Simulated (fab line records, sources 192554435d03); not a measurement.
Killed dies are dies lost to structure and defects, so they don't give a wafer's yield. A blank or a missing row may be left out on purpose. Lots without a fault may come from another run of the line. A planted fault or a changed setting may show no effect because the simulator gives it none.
Chamber matching | flow n5_finfet | N5_BEOL_M7_ILD_DEP_00 on pecvd-02: 3 sister chambers
The step deposits SiCOH lowk from DEMS/porogen, target thk 179.75 nm, time 33.4 s. 14 wafers are shown with their chamber, then 7 later ones without.

WAFERS WITH THEIR CHAMBER
wafer  | chamber | throttle_valve_pct (%) | showerhead_plenum_p_Torr (Torr) | heater_power_w (W)
L800.4 | 0       | 14.0                   | 5.759                           | 320
L800.5 | 0       | 13.9                   | 5.758                           | 326
L800.6 | 1       | 14.5                   | 5.748                           | 254
L801.2 | 0       | 13.9                   | 5.761                           | 358
L801.5 | 0       | 13.9                   | 5.750                           | 278
L803.3 | 1       | 14.8                   | 5.744                           | 257
L803.4 | 1       | 14.9                   | 5.734                           | 263
L804.5 | 0       | 13.7                   | 5.775                           | 351
L804.6 | 1       | 14.7                   | 5.734                           | 299
L813.2 | 1       | 15.1                   | 5.746                           | 277
L813.5 | 0       | 14.1                   | 5.750                           | 310
L813.6 | 1       | 14.6                   | 5.739                           | 280
L814.1 | 0       | 13.9                   | 5.752                           | 309
L814.3 | 2       | 13.1                   | 5.746                           | 287

SIGNATURES (means of the wafers above)
reading                  | chamber 0 | chamber 1 | chamber 2 | scatter within a chamber
throttle_valve_pct       | 13.914    | 14.767    | 13.100    | 0.171
showerhead_plenum_p_Torr | 5.75786   | 5.74083   | 5.74600   | 0.00767
heater_power_w           | 321.71    | 271.67    | 287.00    | 23.1
Rule: a wafer's distance from a chamber is the root of the sum, over the readings, of the square of ((its reading less the chamber's mean) divided by the reading's scatter). The wafer belongs to the nearest chamber; if the next one is less than 2 further off, it can't be placed. The scatter: the root of (the sum of the squares of (reading less its chamber's mean) over the shown wafers, divided by (wafers less chambers)).

WAFERS WITHOUT THEIR CHAMBER
wafer  | throttle_valve_pct (%) | showerhead_plenum_p_Torr (Torr) | heater_power_w (W)
L814.4 | 14.9                   | 5.738                           | 299
L818.1 | 13.8                   | 5.756                           | 296
L818.5 | 13.3                   | 5.747                           | 301
L818.6 | 14.6                   | 5.745                           | 270
L820.1 | 13.8                   | 5.754                           | 351
L820.2 | 14.5                   | 5.767                           | 299
L820.4 | 14.0                   | 5.755                           | 351

WHICH CHAMBER EACH WENT THROUGH
wafer  | from the rows above     | in truth
L814.4 | 1                       | 1
L818.1 | 0                       | 0
L818.5 | 2                       | 2
L818.6 | 1                       | 1
L820.1 | 0                       | 0
L820.2 | can't be placed: 0 or 1 | 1
L820.4 | 0                       | 0
Placed correctly: 6 of 7. Can't be placed from these rows: 1 (the true chamber is among the candidates in 1). Placed wrongly: 0.
